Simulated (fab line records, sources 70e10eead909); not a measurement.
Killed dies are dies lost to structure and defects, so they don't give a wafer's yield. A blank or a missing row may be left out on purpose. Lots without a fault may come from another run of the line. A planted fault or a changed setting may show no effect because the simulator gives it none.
Which tool did it? | flow nand_harc | 24 lots, 72 wafers sampled, at 6 steps of a route of 1302

WHAT THE GAUGES READ, wafer by wafer
NHARC_P_M2_CD_MEAS_09: target cd 170 nm.
lot  | measured     | on        | cd_nm (nm)
L074 | day 6 19:42  | cd_sem-03 | 170.0 171.3 170.3
L075 | day 6 21:16  | cd_sem-02 | 171.1 170.8 171.2
L076 | day 7 15:19  | cd_sem-01 | 171.4 171.5 170.3
L078 | day 8 04:18  | cd_sem-01 | 170.7 170.2 169.9
L077 | day 8 04:59  | cd_sem-01 | 170.1 169.6 169.7
L079 | day 8 17:16  | cd_sem-02 | 170.1 169.5 170.4
L081 | day 9 06:19  | cd_sem-01 | 168.0 169.6 169.4
L080 | day 9 08:38  | cd_sem-01 | 170.1 171.0 169.5
L082 | day 9 21:56  | cd_sem-03 | 170.2 170.3 171.0
L083 | day 10 04:54 | cd_sem-03 | 170.7 169.1 170.4
L084 | day 10 22:44 | cd_sem-02 | 169.1 169.2 170.1
L085 | day 11 05:07 | cd_sem-01 | 170.7 170.3 170.5
L086 | day 11 05:44 | cd_sem-03 | 170.5 171.8 170.8
L087 | day 12 07:59 | cd_sem-02 | 171.0 171.9 171.1
L088 | day 12 09:04 | cd_sem-03 | 170.3 169.2 168.6
L089 | day 12 13:30 | cd_sem-03 | 170.3 169.5 169.7
L090 | day 13 04:40 | cd_sem-03 | 170.0 169.9 168.9
L091 | day 13 14:48 | cd_sem-02 | 170.7 170.7 170.0
L092 | day 14 11:46 | cd_sem-02 | 169.9 170.7 170.3
L093 | day 14 15:58 | cd_sem-01 | 169.1 170.9 170.0
L094 | day 14 19:32 | cd_sem-01 | 170.3 170.3 169.4
L095 | day 15 10:50 | cd_sem-02 | 169.7 170.2 169.4
L096 | day 15 15:15 | cd_sem-02 | 170.0 169.7 169.9
L097 | day 15 19:33 | cd_sem-03 | 170.8 169.4 171.3

WHICH TOOL RAN EACH LOT (tool, then ch and the chambers of the sampled wafers, then the start)
lot  | NHARC_P_M0_ETCH_34                 | NHARC_P_M1_DESCUM_14               | NHARC_P_M1_DEGAS_29          | NHARC_P_M1_ANNEAL_31             | NHARC_P_M1_CMP_23
L074 | rie_diel-02 ch 0,1,2, day 6 11:53  | rie_diel-03 ch 0,2, day 6 15:44    | pvd_sputter-01, day 6 16:46  | rtp_anneal-01 ch 0, day 6 17:29  | cmp-04 ch 0,1,3, day 6 17:53
L075 | rie_diel-02 ch 0,3, day 6 12:50    | rie_diel-10 ch 2,3, day 6 16:59    | pvd_sputter-03, day 6 18:26  | rtp_anneal-01 ch 0, day 6 19:11  | cmp-01 ch 0,1,2, day 6 19:34
L076 | rie_diel-02 ch 0,1,3, day 7 07:07  | rie_diel-10 ch 0,1,2, day 7 11:22  | pvd_sputter-01, day 7 12:22  | rtp_anneal-02 ch 0, day 7 13:07  | cmp-04 ch 1,2,3, day 7 13:28
L078 | rie_diel-02 ch 0,3, day 7 20:26    | rie_diel-03 ch 1,2, day 8 00:20    | pvd_sputter-01, day 8 01:23  | rtp_anneal-01 ch 0, day 8 02:08  | cmp-01 ch 1,2, day 8 02:26
L077 | rie_diel-02 ch 0,3, day 7 20:36    | rie_diel-03 ch 1,3, day 8 00:39    | pvd_sputter-01, day 8 02:00  | rtp_anneal-01 ch 0, day 8 02:54  | cmp-01 ch 0,3, day 8 03:14
L079 | rie_diel-02 ch 1,2, day 8 09:17    | rie_diel-10 ch 1,2, day 8 13:11    | pvd_sputter-03, day 8 14:14  | rtp_anneal-01 ch 0, day 8 15:00  | cmp-02 ch 0,1,2, day 8 15:26
L081 | rie_diel-01 ch 0,2, day 8 22:14    | rie_diel-03 ch 1,2, day 9 02:28    | pvd_sputter-02, day 9 03:29  | rtp_anneal-01 ch 0, day 9 04:16  | cmp-02 ch 1,2,3, day 9 04:34
L080 | rie_diel-06 ch 2,3, day 9 00:39    | rie_diel-03 ch 0,1, day 9 04:36    | pvd_sputter-01, day 9 05:40  | rtp_anneal-02 ch 0, day 9 06:31  | cmp-01 ch 0,1,2, day 9 06:49
L082 | rie_diel-02 ch 0,2, day 9 14:01    | rie_diel-10 ch 0,1,3, day 9 17:59  | pvd_sputter-02, day 9 19:00  | rtp_anneal-02 ch 0, day 9 19:44  | cmp-02 ch 1,3, day 9 20:04
L083 | rie_diel-06 ch 1,3, day 9 20:51    | rie_diel-03 ch 0,1,2, day 10 00:53 | pvd_sputter-03, day 10 01:55 | rtp_anneal-02 ch 0, day 10 02:39 | cmp-02 ch 0,1,3, day 10 03:04
L084 | rie_diel-02 ch 1,2,3, day 10 14:43 | rie_diel-10 ch 0,1,3, day 10 18:47 | pvd_sputter-03, day 10 19:49 | rtp_anneal-02 ch 0, day 10 20:39 | cmp-04 ch 1,2,3, day 10 20:57
L085 | rie_diel-02 ch 1,3, day 10 21:15   | rie_diel-10 ch 0,1,3, day 11 01:08 | pvd_sputter-01, day 11 02:09 | rtp_anneal-01 ch 0, day 11 02:56 | cmp-04 ch 0,2, day 11 03:16
L086 | rie_diel-02 ch 0,2,3, day 10 21:40 | rie_diel-10 ch 2,3, day 11 01:42   | pvd_sputter-03, day 11 02:44 | rtp_anneal-02 ch 0, day 11 03:36 | cmp-01 ch 0,1,2, day 11 03:52
L087 | rie_diel-02 ch 1,2,3, day 11 23:45 | rie_diel-03 ch 0,1,2, day 12 03:49 | pvd_sputter-02, day 12 04:50 | rtp_anneal-01 ch 0, day 12 05:34 | cmp-04 ch 0,1,3, day 12 05:55
L088 | rie_diel-02 ch 0,2,3, day 12 00:47 | rie_diel-03 ch 0,1,3, day 12 04:45 | pvd_sputter-02, day 12 05:46 | rtp_anneal-02 ch 0, day 12 06:42 | cmp-01 ch 0,1,3, day 12 07:03
L089 | rie_diel-02 ch 0,1,2, day 12 04:56 | rie_diel-10 ch 0,1,2, day 12 09:13 | pvd_sputter-02, day 12 10:17 | rtp_anneal-01 ch 0, day 12 11:16 | cmp-02 ch 0,2,3, day 12 11:36
L090 | rie_diel-06 ch 0,1,2, day 12 20:59 | rie_diel-10 ch 1,2,3, day 13 00:50 | pvd_sputter-03, day 13 01:50 | rtp_anneal-01 ch 0, day 13 02:35 | cmp-02 ch 0,1,2, day 13 02:56
L091 | rie_diel-02 ch 0,3, day 13 06:54   | rie_diel-10 ch 1,2, day 13 10:49   | pvd_sputter-01, day 13 11:52 | rtp_anneal-01 ch 0, day 13 12:41 | cmp-04 ch 1,2,3, day 13 13:01
L092 | rie_diel-01 ch 1,2,3, day 14 03:49 | rie_diel-10 ch 0,2, day 14 07:48   | pvd_sputter-01, day 14 08:49 | rtp_anneal-02 ch 0, day 14 09:34 | cmp-02 ch 0,2,3, day 14 09:55
L093 | rie_diel-02 ch 0,1,3, day 14 08:06 | rie_diel-10 ch 0,1, day 14 12:02   | pvd_sputter-01, day 14 13:04 | rtp_anneal-01 ch 0, day 14 13:48 | cmp-02 ch 0,1,3, day 14 14:11
L094 | rie_diel-02 ch 1,2, day 14 11:33   | rie_diel-03 ch 0,2, day 14 15:35   | pvd_sputter-03, day 14 16:35 | rtp_anneal-02 ch 0, day 14 17:20 | cmp-01 ch 0,1,2, day 14 17:41
L095 | rie_diel-01 ch 0,2,3, day 15 02:47 | rie_diel-10 ch 1,2,3, day 15 06:42 | pvd_sputter-03, day 15 07:44 | rtp_anneal-02 ch 0, day 15 08:28 | cmp-02 ch 2,3, day 15 08:50
L096 | rie_diel-02 ch 1,2, day 15 07:07   | rie_diel-10 ch 0,2,3, day 15 11:19 | pvd_sputter-01, day 15 12:20 | rtp_anneal-02 ch 0, day 15 13:14 | cmp-02 ch 0,1,2, day 15 13:31
L097 | rie_diel-02 ch 1,2,3, day 15 11:38 | rie_diel-03 ch 0,1, day 15 15:37   | pvd_sputter-01, day 15 16:40 | rtp_anneal-02 ch 0, day 15 17:26 | cmp-02 ch 1,2,3, day 15 17:47
- NHARC_P_M0_ETCH_34: etches the open film in N2/H2, target depth 40 nm, overetch 12 nm, time 43.94 s.
- NHARC_P_M1_DESCUM_14: chemistry O2, time 3 s.
- NHARC_P_M1_DEGAS_29: time 60 s.
- NHARC_P_M1_ANNEAL_31: time 90 s.
- NHARC_P_M1_CMP_23: polishes, t overpolish 20 s, target thk 157.82 nm.

WHAT THE TOOLS THEMSELVES READ (means of the sampled wafers that have a number; where no wafer has one, the mark that the record gives instead)
NHARC_P_M0_ETCH_34.
lot  | tool        | drypump_motor_current_A (A) | oes_product_au (a.u.) | rf_vpp_V (V) | showerhead_plenum_p_Torr (Torr) | throttle_valve_pct (%)
L074 | rie_diel-02 | 5.8                         | 0.997                 | 429          | 2.01                            | 14.166
L075 | rie_diel-02 | 5.9                         | 0.982                 | 430          | 2.02                            | 14.169
L076 | rie_diel-02 | 5.9                         | 0.979                 | 430          | 2.01                            | 14.164
L078 | rie_diel-02 | 5.9                         | 0.977                 | 430          | 2.01                            | 14.174
L077 | rie_diel-02 | 5.9                         | 0.977                 | 430          | 2.01                            | 14.167
L079 | rie_diel-02 | 5.7                         | 0.986                 | 427          | 1.92                            | 14.164
L081 | rie_diel-01 | 5.3                         | 1.011                 | 430          | 2.02                            | 14.165
L080 | rie_diel-06 | 5.7                         | 0.988                 | 430          | 2.05                            | 14.165
L082 | rie_diel-02 | 5.9                         | 0.989                 | 431          | 2.09                            | 14.168
L083 | rie_diel-06 | 6.5                         | 0.992                 | 435          | 2.18                            | 14.180
L084 | rie_diel-02 | 5.8                         | 0.999                 | 426          | 1.91                            | 14.178
L085 | rie_diel-02 | 5.8                         | 1.015                 | 426          | 1.92                            | 14.164
L086 | rie_diel-02 | 5.9                         | 0.990                 | 430          | 2.00                            | 14.177
L087 | rie_diel-02 | 5.8                         | 0.999                 | 426          | 1.91                            | 14.173
L088 | rie_diel-02 | 5.9                         | 0.999                 | 430          | 2.00                            | 14.167
L089 | rie_diel-02 | 5.8                         | 1.003                 | 429          | 2.00                            | 14.169
L090 | rie_diel-06 | 6.0                         | 0.989                 | 431          | 2.07                            | 14.178
L091 | rie_diel-02 | 6.0                         | 0.979                 | 432          | 2.09                            | 14.167
L092 | rie_diel-01 | 5.8                         | 0.993                 | 429          | 2.00                            | 14.176
L093 | rie_diel-02 | 5.9                         | 1.000                 | 429          | 2.00                            | 14.172
L094 | rie_diel-02 | 5.8                         | 1.013                 | 427          | 1.90                            | 14.171
L095 | rie_diel-01 | 5.3                         | 0.998                 | 429          | 1.97                            | 14.166
L096 | rie_diel-02 | 5.8                         | 0.995                 | 427          | 1.90                            | 14.169
L097 | rie_diel-02 | 5.8                         | 1.002                 | 427          | 1.91                            | 14.176

NHARC_P_M1_DESCUM_14.
lot  | tool        | drypump_motor_current_A (A) | oes_product_au (a.u.) | rf_vpp_V (V) | showerhead_plenum_p_Torr (Torr) | throttle_valve_pct (%)
L074 | rie_diel-03 | 6.0                         | 1.014                 | 57.8         | 1.96                            | 11.312
L075 | rie_diel-10 | 5.8                         | 1.017                 | 57.4         | 1.98                            | 11.316
L076 | rie_diel-10 | 5.9                         | 0.999                 | 57.7         | 1.93                            | 11.313
L078 | rie_diel-03 | 6.4                         | 1.003                 | 57.6         | 1.90                            | 11.318
L077 | rie_diel-03 | 5.7                         | 0.998                 | 58.4         | 1.91                            | 11.308
L079 | rie_diel-10 | 5.7                         | 1.002                 | 58.4         | 1.94                            | 11.317
L081 | rie_diel-03 | 6.1                         | 0.997                 | 57.4         | 1.89                            | 11.306
L080 | rie_diel-03 | 5.8                         | 1.013                 | 56.8         | 1.94                            | 11.299
L082 | rie_diel-10 | 5.8                         | 0.995                 | 58.6         | 1.97                            | 11.311
L083 | rie_diel-03 | 6.1                         | 0.997                 | 57.7         | 1.92                            | 11.311
L084 | rie_diel-10 | 5.8                         | 1.010                 | 58.0         | 1.97                            | 11.304
L085 | rie_diel-10 | 5.8                         | 1.007                 | 57.4         | 1.97                            | 11.311
L086 | rie_diel-10 | 5.8                         | 1.008                 | 58.6         | 1.98                            | 11.313
L087 | rie_diel-03 | 6.1                         | 1.001                 | 58.5         | 1.92                            | 11.312
L088 | rie_diel-03 | 5.7                         | 1.007                 | 57.8         | 1.94                            | 11.303
L089 | rie_diel-10 | 5.8                         | 1.017                 | 57.8         | 1.93                            | 11.303
L090 | rie_diel-10 | 5.7                         | 1.005                 | 58.6         | 1.98                            | 11.309
L091 | rie_diel-10 | 5.7                         | 1.002                 | 57.5         | 1.94                            | 11.312
L092 | rie_diel-10 | 6.1                         | 0.995                 | 56.9         | 1.86                            | 11.314
L093 | rie_diel-10 | 5.9                         | 1.003                 | 57.7         | 1.91                            | 11.306
L094 | rie_diel-03 | 6.3                         | 1.007                 | 58.0         | 1.94                            | 11.316
L095 | rie_diel-10 | 5.7                         | 0.998                 | 58.0         | 1.98                            | 11.313
L096 | rie_diel-10 | 5.9                         | 0.997                 | 57.3         | 1.92                            | 11.310
L097 | rie_diel-03 | 5.8                         | 1.024                 | 57.4         | 1.93                            | 11.312

NHARC_P_M1_DEGAS_29.
lot  | tool           | heater_power_w (W)
L074 | pvd_sputter-01 | 347
L075 | pvd_sputter-03 | 324
L076 | pvd_sputter-01 | 315
L078 | pvd_sputter-01 | 311
L077 | pvd_sputter-01 | 341
L079 | pvd_sputter-03 | 300
L081 | pvd_sputter-02 | 327
L080 | pvd_sputter-01 | 315
L082 | pvd_sputter-02 | 324
L083 | pvd_sputter-03 | 298
L084 | pvd_sputter-03 | 318
L085 | pvd_sputter-01 | 341
L086 | pvd_sputter-03 | 296
L087 | pvd_sputter-02 | 316
L088 | pvd_sputter-02 | 333
L089 | pvd_sputter-02 | 319
L090 | pvd_sputter-03 | 325
L091 | pvd_sputter-01 | 314
L092 | pvd_sputter-01 | 316
L093 | pvd_sputter-01 | 335
L094 | pvd_sputter-03 | 320
L095 | pvd_sputter-03 | 296
L096 | pvd_sputter-01 | 336
L097 | pvd_sputter-01 | 332

NHARC_P_M1_ANNEAL_31.
lot  | tool          | wafer_temp_C_max
L074 | rtp_anneal-01 | 226.03
L075 | rtp_anneal-01 | 226.05
L076 | rtp_anneal-02 | 226.25
L078 | rtp_anneal-01 | 226.06
L077 | rtp_anneal-01 | 226.14
L079 | rtp_anneal-01 | 226.08
L081 | rtp_anneal-01 | 226.12
L080 | rtp_anneal-02 | 226.23
L082 | rtp_anneal-02 | 226.29
L083 | rtp_anneal-02 | 226.28
L084 | rtp_anneal-02 | 226.31
L085 | rtp_anneal-01 | 226.10
L086 | rtp_anneal-02 | 226.36
L087 | rtp_anneal-01 | 225.96
L088 | rtp_anneal-02 | 226.71
L089 | rtp_anneal-01 | 226.20
L090 | rtp_anneal-01 | 226.15
L091 | rtp_anneal-01 | 225.85
L092 | rtp_anneal-02 | 226.18
L093 | rtp_anneal-01 | 225.89
L094 | rtp_anneal-02 | 226.39
L095 | rtp_anneal-02 | 226.51
L096 | rtp_anneal-02 | 226.42
L097 | rtp_anneal-02 | 225.95

NHARC_P_M1_CMP_23.
lot  | tool   | motor_current_A (A) | time_to_endpoint_s (s)
L074 | cmp-04 | 12.6                | 29
L075 | cmp-01 | 11.8                | 28
L076 | cmp-04 | 12.5                | 31
L078 | cmp-01 | 12.0                | 31
L077 | cmp-01 | 11.5                | 24
L079 | cmp-02 | 11.7                | 31
L081 | cmp-02 | 11.7                | 33
L080 | cmp-01 | 11.9                | 29
L082 | cmp-02 | 12.3                | 30
L083 | cmp-02 | 11.9                | 31
L084 | cmp-04 | 12.2                | 29
L085 | cmp-04 | 12.3                | 30
L086 | cmp-01 | 12.1                | 27
L087 | cmp-04 | 12.4                | 27
L088 | cmp-01 | 11.8                | 29
L089 | cmp-02 | 11.9                | 29
L090 | cmp-02 | 11.9                | 31
L091 | cmp-04 | 12.6                | 28
L092 | cmp-02 | 11.5                | 28
L093 | cmp-02 | 12.2                | 28
L094 | cmp-01 | 11.8                | 25
L095 | cmp-02 | 11.5                | 31
L096 | cmp-02 | 11.5                | 30
L097 | cmp-02 | 12.0                | 29

THE ANSWER, worked out from the rows above alone
Rule: what is usual is taken from the lots themselves. Put in order of their means at a reading, lots are off if they are a third of the lots or fewer, leave a main group of 4 or more, and stand apart from it by a gap of 3 or more times the standard deviation of the main group's means; of several such gaps the widest counts. A main group whose means are all the same, to the digits that the tables above print for the reading, isn't used. A lot without any number at a reading at which 4 lots or more have one is off too. The other lots that the step has rows for count as sound. The gauges are gone through in route order, then the tools' own readings, and for those a lot's mean is taken as printed above. The first step at which some lot is off is used, and at that step the reading that is off furthest; a lot without a number counts as furthest.
No lot is off at any reading shown: from this, nothing can be told.

WHAT THE SIMULATOR HAD PUT IN
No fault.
